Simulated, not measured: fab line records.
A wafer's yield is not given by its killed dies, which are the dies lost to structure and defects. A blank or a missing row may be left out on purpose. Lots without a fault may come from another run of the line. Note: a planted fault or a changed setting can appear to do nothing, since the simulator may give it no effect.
Chamber matching + flow n5Finfet + rieDiel-02 running N5_DUMMY_GATE_STRIP_41: 4 sister chambers
The step strips in O2. 20 wafers are shown with their chamber, then 10 later ones without.

## WAFERS WITH THEIR CHAMBER
| wafer  | chamber | showerheadPlenumPTorr (Torr) | drypumpMotorCurrentA (A) | oesProductAu (a.u.) |
|--------|---------|------------------------------|--------------------------|---------------------|
| L076.1 | 3       | 2.05                         | 5.6                      | 0.69                |
| L076.3 | 0       | 2.18                         | 5.1                      | 0.72                |
| L076.6 | 3       | 2.05                         | 5.6                      | 0.68                |
| L078.1 | 3       | 2.05                         | 5.6                      | 0.69                |
| L078.3 | 2       | 2.12                         | 6.0                      | 0.78                |
| L078.5 | 0       | 2.18                         | 5.1                      | 0.72                |
| L080.2 | 1       | 2.05                         | 5.6                      | 0.91                |
| L080.5 | 1       | 2.04                         | 5.6                      | 0.90                |
| L080.6 | 2       | 2.12                         | 6.1                      | 0.79                |
| L082.2 | 0       | 2.18                         | 5.1                      | 0.71                |
| L082.4 | 3       | 2.05                         | 5.6                      | 0.68                |
| L082.5 | 3       | 2.05                         | 5.6                      | 0.68                |
| L083.1 | 2       | 2.11                         | 6.0                      | 0.77                |
| L083.4 | 0       | 2.18                         | 5.1                      | 0.71                |
| L083.5 | 3       | 2.05                         | 5.6                      | 0.67                |
| L089.1 | 2       | 2.11                         | 6.0                      | 0.76                |
| L089.3 | 0       | 2.17                         | 5.1                      | 0.70                |
| L089.4 | 1       | 2.04                         | 5.7                      | 0.88                |
| L092.4 | 2       | 2.11                         | 6.0                      | 0.75                |
| L092.5 | 0       | 2.17                         | 5.1                      | 0.70                |

SIGNATURES, as means of the wafers listed above
| reading               | chamber 0 | chamber 1 | chamber 2 | chamber 3 | scatter within a chamber |
|-----------------------|-----------|-----------|-----------|-----------|--------------------------|
| showerheadPlenumPTorr | 2.1767    | 2.0433    | 2.1140    | 2.0500    | 0.00447                  |
| drypumpMotorCurrentA  | 5.100     | 5.633     | 6.020     | 5.600     | 0.0303                   |
| oesProductAu          | 0.7100    | 0.8967    | 0.7700    | 0.6817    | 0.0116                   |
Rule: distance of a wafer from a chamber = root of the sum over the readings of ((wafer's reading minus chamber's mean) / reading's scatter) squared. If the next closest chamber is less than 2 further off than the closest, the wafer can't be placed; otherwise it belongs to the closest. The scatter: the root of (the sum of the squares of (reading less its chamber's mean) over the shown wafers, divided by (wafers less chambers)).

## WAFERS MISSING THEIR CHAMBER
| wafer  | showerheadPlenumPTorr (Torr) | drypumpMotorCurrentA (A) | oesProductAu (a.u.) |
|--------|------------------------------|--------------------------|---------------------|
| L092.6 | 2.04                         | 5.7                      | 0.86                |
| L093.2 | 2.11                         | 6.0                      | 0.76                |
| L093.3 | 2.17                         | 5.1                      | 0.70                |
| L093.5 | 2.11                         | 6.0                      | 0.76                |
| L095.1 | 2.03                         | 5.6                      | 0.86                |
| L095.3 | 2.11                         | 6.0                      | 0.75                |
| L095.5 | 2.17                         | 5.1                      | 0.71                |
| L097.1 | 2.10                         | 6.0                      | 0.75                |
| L097.3 | 2.04                         | 5.6                      | 0.97                |
| L097.5 | 2.04                         | 5.6                      | 0.96                |

## EACH ONE'S CHAMBER
| wafer  | from the rows above | in truth                   |
|--------|---------------------|----------------------------|
| L092.6 | 1                   | 1                          |
| L093.2 | 2                   | 2                          |
| L093.3 | 0                   | 0                          |
| L093.5 | 2                   | 2                          |
| L095.1 | 1                   | 1                          |
| L095.3 | 2                   | 2                          |
| L095.5 | 0                   | 0                          |
| L097.1 | 2                   | 2                          |
| L097.3 | 1                   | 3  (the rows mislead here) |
| L097.5 | 1                   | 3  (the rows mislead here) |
Correctly placed: 8 of 10. Can't be placed from these rows: 0. Wrongly placed: 2.
